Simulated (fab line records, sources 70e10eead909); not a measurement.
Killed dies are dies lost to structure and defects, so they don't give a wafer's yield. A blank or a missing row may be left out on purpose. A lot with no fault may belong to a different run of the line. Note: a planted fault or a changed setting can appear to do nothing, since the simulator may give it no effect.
The tool behind it: which one? | flow nand harc | 11 lots with 33 wafers sampled at 5 steps, on a route of 1159 steps

== WHAT THE GAUGES READ, wafer by wafer ==
NHARC_END_SORT_01. Usual: killed at array 25, standard deviation 9.2; killed at other 0.9, standard deviation 1.3; killed at periphery 3.3, standard deviation 2.3; killed dies 29, standard deviation 9.6; killed open 3.2, standard deviation 1.8; killed short 2, standard deviation 1.4.
lot  | measured     | on        | killed at array | killed at other | killed at periphery | killed dies | killed open | killed short | flag
L584 | day 24 00:28 | prober-01 | 672 673 675     | 0 1 0           | 5 3 2               | 677 677 677 | 2 1 3       | 3 3 2        | OFF
L587 | day 24 08:17 | prober-01 | 676 674 672     | 0 0 2           | 1 3 3               | 677 677 677 | 2 6 3       | 2 2 4        | OFF
L588 | day 24 00:30 | prober-02 | 30 25 27        | 0 1 1           | 0 1 2               | 30 27 30    | 2 4 2       | 0 4 4        |
L590 | day 24 17:45 | prober-01 | 17 16 15        | 2 1 2           | 6 7 3               | 25 24 20    | 6 3 2       | 2 1 3        |
L591 | day 25 14:29 | prober-02 | 23 20 19        | 0 0 1           | 1 2 3               | 24 22 23    | 0 2 3       | 3 4 0        |

== TOOL THAT RAN EACH LOT (tool first, then ch and the chambers of the sampled wafers, then the start) ==
lot  | NHARC_A_CONTACT_ETCH_30                       | NHARC_A_CONTACT_ETCH_137             | NHARC_A_CONTACT_ETCH_138             | NHARC_A_CONTACT_ETCH_110
L568 | rie diel-13 ch 1,2,3, day 17 02:16 or earlier | har cap etch-02 ch 0,1, day 17 02:16 | har cap etch-02 ch 0,1, day 17 02:23 | rie diel-13 ch 1,2,3, day 17 03:26
L577 | rie diel-03 ch 0,2,3, day 18 20:16 or earlier | har cap etch-02 ch 0,1, day 18 20:16 | har cap etch-02 ch 0,1, day 18 20:23 | rie diel-03 ch 0,2,3, day 18 21:30
L576 | rie diel-13 ch 0,1,3, day 19 11:03 or earlier | har cap etch-01 ch 0,1, day 19 11:03 | har cap etch-01 ch 0,1, day 19 11:10 | rie diel-03 ch 2,3, day 19 12:23
L578 | rie diel-05 ch 1,2,3, day 19 14:13 or earlier | har cap etch-01 ch 0,1, day 19 14:13 | har cap etch-01 ch 0,1, day 19 14:20 | rie diel-03 ch 1,2,3, day 19 15:33
L582 | rie diel-03 ch 1,2,3, day 20 17:19 or earlier | har cap etch-01 ch 0,1, day 20 17:19 | har cap etch-01 ch 0,1, day 20 17:27 | rie diel-13 ch 0,2,3, day 20 18:37
L584 | rie diel-13 ch 0,2,3, day 21 12:12 or earlier | har cap etch-01 ch 0,1, day 21 12:12 | har cap etch-01 ch 0,1, day 21 12:19 | rie diel-03 ch 0,3, day 21 13:28
L587 | rie diel-03 ch 0,3, day 21 16:25 or earlier   | har cap etch-02 ch 0,1, day 21 16:25 | har cap etch-02 ch 0,1, day 21 16:33 | rie diel-13 ch 0,1,3, day 21 17:39
L588 | rie diel-13 ch 0,1,2, day 21 19:09 or earlier | har cap etch-02 ch 0,1, day 21 19:09 | har cap etch-02 ch 0,1, day 21 19:16 | rie diel-03 ch 0,1,3, day 21 20:19
L590 | rie diel-03 ch 1,2,3, day 22 10:27 or earlier | har cap etch-01 ch 0,1, day 22 10:27 | har cap etch-01 ch 0,1, day 22 10:34 | rie diel-03 ch 1,2,3, day 22 11:40
L589 | rie diel-13 ch 0,2,3, day 22 13:37 or earlier | har cap etch-01 ch 0,1, day 22 13:37 | har cap etch-01 ch 0,1, day 22 13:44 | rie diel-03 ch 1,2, day 22 14:59
L591 | rie diel-03 ch 1,2,3, day 23 00:01 or earlier | har cap etch-02 ch 0,1, day 23 00:01 | har cap etch-02 ch 0,1, day 23 00:08 | rie diel-03 ch 0,1, day 23 01:14
- NHARC_A_CONTACT_ETCH_30: etches the open film in CF4/CHF3, target depth 60.5 nm, time 30.2 s.
- NHARC_A_CONTACT_ETCH_137: etches the open film in C4F8/O2/Ar, time 132 s, target depth 1287 nm.
- NHARC_A_CONTACT_ETCH_138: etches the open film in C4F8/O2/Ar, time 132 s, target depth 1289 nm.
- NHARC_A_CONTACT_ETCH_110: etches the open film in CF4/O2, target depth 50 nm, overetch 5 nm, time 27.5 s.

== AS READ BY THE TOOLS THEMSELVES (means over the sampled wafers that have a number; for cases with no such wafer, the mark the record gives instead) ==
NHARC_A_CONTACT_ETCH_30. Usual: bias w 200.0 W, standard deviation 0.61; cf4 flow sccm 100.0 sccm, standard deviation 0.31; chf3 flow sccm 29.99 sccm, standard deviation 0.092; drypump motor current A 5.7 A, standard deviation 0.35; oes product au 0.928 a.u., standard deviation 0.017; rf fwd power W 492.8 W, standard deviation 2.9; rf vpp V 371.2 V, standard deviation 2.9; showerhead plenum p Torr 1.59 Torr, standard deviation 0.083; throttle valve pct 16.801 %, standard deviation 0.0083.
lot  | tool        | bias w (W) | cf4 flow sccm (sccm) | chf3 flow sccm (sccm) | drypump motor current A (A) | oes product au (a.u.) | rf fwd power W (W) | rf vpp V (V) | showerhead plenum p Torr (Torr) | throttle valve pct (%) | flag
L568 | rie diel-13 | 200.3      | 100.1                | 29.95                 | 5.7                         | 0.924                 | 495.1              | 368.4        | 1.51                            | 16.796                 |
L577 | rie diel-03 | 199.6      | 100.0                | 29.93                 | 5.5                         | 0.913                 | 492.0              | 373.7        | 1.64                            | 16.799                 |
L576 | rie diel-13 | 200.1      | 100.0                | 29.89                 | 5.8                         | 0.921                 | 493.0              | 367.3        | 1.49                            | 16.807                 |
L578 | rie diel-05 | 200.2      | 99.8                 | 29.98                 | 5.5                         | 0.931                 | 491.2              | 370.1        | 1.56                            | 16.802                 |
L582 | rie diel-03 | 199.5      | 100.2                | 30.00                 | 5.8                         | 0.926                 | 493.2              | 372.1        | 1.61                            | 16.797                 |
L584 | rie diel-13 | 199.7      | 99.9                 | 30.03                 | 5.7                         | 0.927                 | 492.8              | 371.4        | 1.62                            | 16.807                 |
L587 | rie diel-03 | 200.4      | 100.2                | 29.88                 | 5.4                         | 0.922                 | 491.6              | 373.1        | 1.66                            | 16.804                 |
L588 | rie diel-13 | 200.2      | 99.8                 | 30.05                 | 5.6                         | 0.926                 | 493.3              | 372.6        | 1.62                            | 16.801                 |
L590 | rie diel-03 | 199.9      | 99.9                 | 29.96                 | 5.8                         | 0.910                 | 492.3              | 372.0        | 1.61                            | 16.800                 |
L589 | rie diel-13 | 199.4      | 100.2                | 29.99                 | 5.7                         | 0.932                 | 494.1              | 371.7        | 1.61                            | 16.814                 |
L591 | rie diel-03 | 200.2      | 100.0                | 29.95                 | 5.7                         | 0.913                 | 490.5              | 371.1        | 1.61                            | 16.802                 |

NHARC_A_CONTACT_ETCH_137. Usual: chamber pressure mTorr 20.000 mTorr, standard deviation 0.02; oes air line au 0.999 a.u., standard deviation 0.021.
lot  | tool            | chamber pressure mTorr (mTorr) | oes air line au (a.u.) | flag
L568 | har cap etch-02 | 20.014                         | 1.003                  |
L577 | har cap etch-02 | 20.010                         | 1.014                  |
L576 | har cap etch-01 | 20.006                         | 1.004                  |
L578 | har cap etch-01 | 19.998                         | 0.989                  |
L582 | har cap etch-01 | 19.976                         | 0.987                  |
L584 | har cap etch-01 | -                              | -                      | OFF
L587 | har cap etch-02 | -                              | -                      | OFF
L588 | har cap etch-02 | 19.993                         | 0.994                  |
L590 | har cap etch-01 | 19.993                         | 1.012                  |
L589 | har cap etch-01 | 20.013                         | 0.975                  |
L591 | har cap etch-02 | 20.019                         | 1.006                  |

NHARC_A_CONTACT_ETCH_138. Usual: chamber pressure mTorr 19.998 mTorr, standard deviation 0.019; oes air line au 1.003 a.u., standard deviation 0.02.
lot  | tool            | chamber pressure mTorr (mTorr) | oes air line au (a.u.) | flag
L568 | har cap etch-02 | 19.998                         | 1.042                  |
L577 | har cap etch-02 | 20.009                         | 1.011                  |
L576 | har cap etch-01 | 20.012                         | 1.001                  |
L578 | har cap etch-01 | 20.002                         | 0.992                  |
L582 | har cap etch-01 | 19.990                         | 0.971                  |
L584 | har cap etch-01 | 19.983                         | 1.006                  |
L587 | har cap etch-02 | 20.021                         | 0.996                  |
L588 | har cap etch-02 | 19.996                         | 1.034                  |
L590 | har cap etch-01 | 20.000                         | 0.996                  |
L589 | har cap etch-01 | 20.017                         | 1.016                  |
L591 | har cap etch-02 | 20.003                         | 0.998                  |

NHARC_A_CONTACT_ETCH_110. Usual: bias w 99.99 W, standard deviation 0.3; cf4 flow sccm 79.98 sccm, standard deviation 0.25; drypump motor current A 5.7 A, standard deviation 0.38; oes_o_777_au 1.000 a.u., standard deviation 0.0052; oes product au 0.996 a.u., standard deviation 0.01; rf fwd power W 295.5 W, standard deviation 1.8; rf vpp V 198.2 V, standard deviation 1.8; showerhead plenum p Torr 1.35 Torr, standard deviation 0.077; throttle valve pct 13.397 %, standard deviation 0.0087.
lot  | tool        | bias w (W) | cf4 flow sccm (sccm) | drypump motor current A (A) | oes_o_777_au (a.u.) | oes product au (a.u.) | rf fwd power W (W) | rf vpp V (V) | showerhead plenum p Torr (Torr) | throttle valve pct (%) | flag
L568 | rie diel-13 | 99.87      | 79.98                | 5.7                         | 0.999               | 0.998                 | 296.3              | 196.7        | 1.28                            | 13.392                 |
L577 | rie diel-03 | 99.63      | 79.91                | 5.5                         | 0.999               | 0.999                 | 296.3              | 199.0        | 1.39                            | 13.394                 |
L576 | rie diel-03 | 99.92      | 79.94                | 5.6                         | 1.001               | 0.999                 | 294.1              | 199.2        | 1.42                            | 13.404                 |
L578 | rie diel-03 | 99.91      | 80.13                | 5.8                         | 1.000               | 0.991                 | 295.6              | 198.3        | 1.36                            | 13.394                 |
L582 | rie diel-13 | 99.76      | 80.17                | 5.7                         | 1.001               | 1.003                 | 296.3              | 198.7        | 1.38                            | 13.396                 |
L584 | rie diel-03 | 99.82      | 80.07                | 5.5                         | 0.997               | 0.999                 | 296.6              | 199.1        | 1.37                            | 13.391                 |
L587 | rie diel-13 | 99.98      | 80.14                | 5.8                         | 1.000               | 1.000                 | 295.3              | 199.7        | 1.40                            | 13.392                 |
L588 | rie diel-03 | 100.27     | 80.09                | 5.7                         | 0.997               | 0.994                 | 295.8              | 199.1        | 1.34                            | 13.395                 |
L590 | rie diel-03 | 100.03     | 80.02                | 5.8                         | 1.000               | 1.001                 | 294.6              | 198.2        | 1.36                            | 13.396                 |
L589 | rie diel-03 | 100.09     | 79.93                | 6.1                         | 1.003               | 0.993                 | 296.4              | 197.3        | 1.30                            | 13.399                 |
L591 | rie diel-03 | 99.87      | 80.04                | 5.8                         | 1.004               | 0.989                 | 296.4              | 197.7        | 1.30                            | 13.397                 |

== THE ANSWER, worked out from the rows above alone ==
Rule: a lot is off if the mean of its wafers that have a number lies more than 3 standard deviations from the usual mean. A lot without any number at a reading at which 4 lots or more have one is off too. Where the step has rows for the other lots, those lots are counted as sound. The gauges are gone through in route order, then the tools' own readings, and for those a lot's mean is taken as printed above. At the first step where some lot is off, the reading lying furthest off is the one used; lots without a number count as furthest.
Off, at NHARC_END_SORT_01 on killed at array: L584, L587. Neither off nor sound, because the step has no rows for them: L568, L577, L576, L578, L582, L589.
If a tool, at a process step before that reading, ran all the lots that are off and no sound lot after the first of them, it fits. The gauges at NHARC_END_SORT_01 aren't tried: what is off there is off at NHARC_A_CONTACT_ETCH_137 too, on other tools, and a gauge's error can't cause that. Because NHARC_A_CONTACT_ETCH_30 lacks a start for some lots, the hours and order of its lots are taken from NHARC_A_CONTACT_ETCH_137. None of those tried fits.

== WHAT THE SIMULATOR HAD INSERTED ==
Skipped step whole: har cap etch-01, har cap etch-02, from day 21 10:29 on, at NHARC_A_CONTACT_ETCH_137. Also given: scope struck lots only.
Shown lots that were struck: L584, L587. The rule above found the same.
